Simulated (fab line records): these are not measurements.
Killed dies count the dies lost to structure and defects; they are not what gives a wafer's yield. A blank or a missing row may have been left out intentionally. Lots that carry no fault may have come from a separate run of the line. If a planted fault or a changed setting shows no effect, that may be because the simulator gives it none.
Matching of chambers || flow n5Finfet || N5_BEOL_M5_CURE_80 on uvCure-02 has 3 sister chambers
The step cures SiCOH lowk, time 120 s. 3 wafers are shown with their chamber, then 7 later ones without.

== WAFERS WITH THEIR CHAMBER ==
{"wafer": "L259.6", "chamber": 2, "wafer_temp_C_max": 372.9}
{"wafer": "L271.3", "chamber": 1, "wafer_temp_C_max": 371.3}
{"wafer": "L275.4", "chamber": 0, "wafer_temp_C_max": 371.6}

== WAFERS WITHOUT THEIR CHAMBER ==
{"wafer": "L275.6", "wafer_temp_C_max": 372.0}
{"wafer": "L278.3", "wafer_temp_C_max": 371.8}
{"wafer": "L278.5", "wafer_temp_C_max": 372.0}
{"wafer": "L278.6", "wafer_temp_C_max": 371.7}
{"wafer": "L279.2", "wafer_temp_C_max": 371.8}
{"wafer": "L279.3", "wafer_temp_C_max": 371.2}
{"wafer": "L279.5", "wafer_temp_C_max": 371.5}

== CHAMBER TAKEN BY EACH ==
{"wafer": "L275.6", "from the rows above": "can't be placed: 0 or 1", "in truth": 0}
{"wafer": "L278.3", "from the rows above": "can't be placed: 0 or 1", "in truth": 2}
{"wafer": "L278.5", "from the rows above": "can't be placed: 0 or 1", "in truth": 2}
{"wafer": "L278.6", "from the rows above": "can't be placed: 0 or 1", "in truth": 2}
{"wafer": "L279.2", "from the rows above": "can't be placed: 0 or 1", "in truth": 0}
{"wafer": "L279.3", "from the rows above": "can't be placed: 1 or 0", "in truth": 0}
{"wafer": "L279.5", "from the rows above": "can't be placed: 0 or 1", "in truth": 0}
Placed correctly: 0 of 7. From these rows, 7 cannot be placed; in 4 the true chamber is one of the candidates. Wrongly placed: 0.
How it was worked out, from the rows above alone: a wafer's distance from a chamber is the root of the sum, over the readings, of the square of ((its reading less the chamber's mean) divided by the reading's scatter). The wafer belongs to the nearest chamber; if the next one is less than 2 further off, it can't be placed. The mean given for a chamber averages the wafers shown for that chamber. The scatter: root of mean squared gap, hidden wafer to nearest shown wafer, with one shown wafer a chamber.
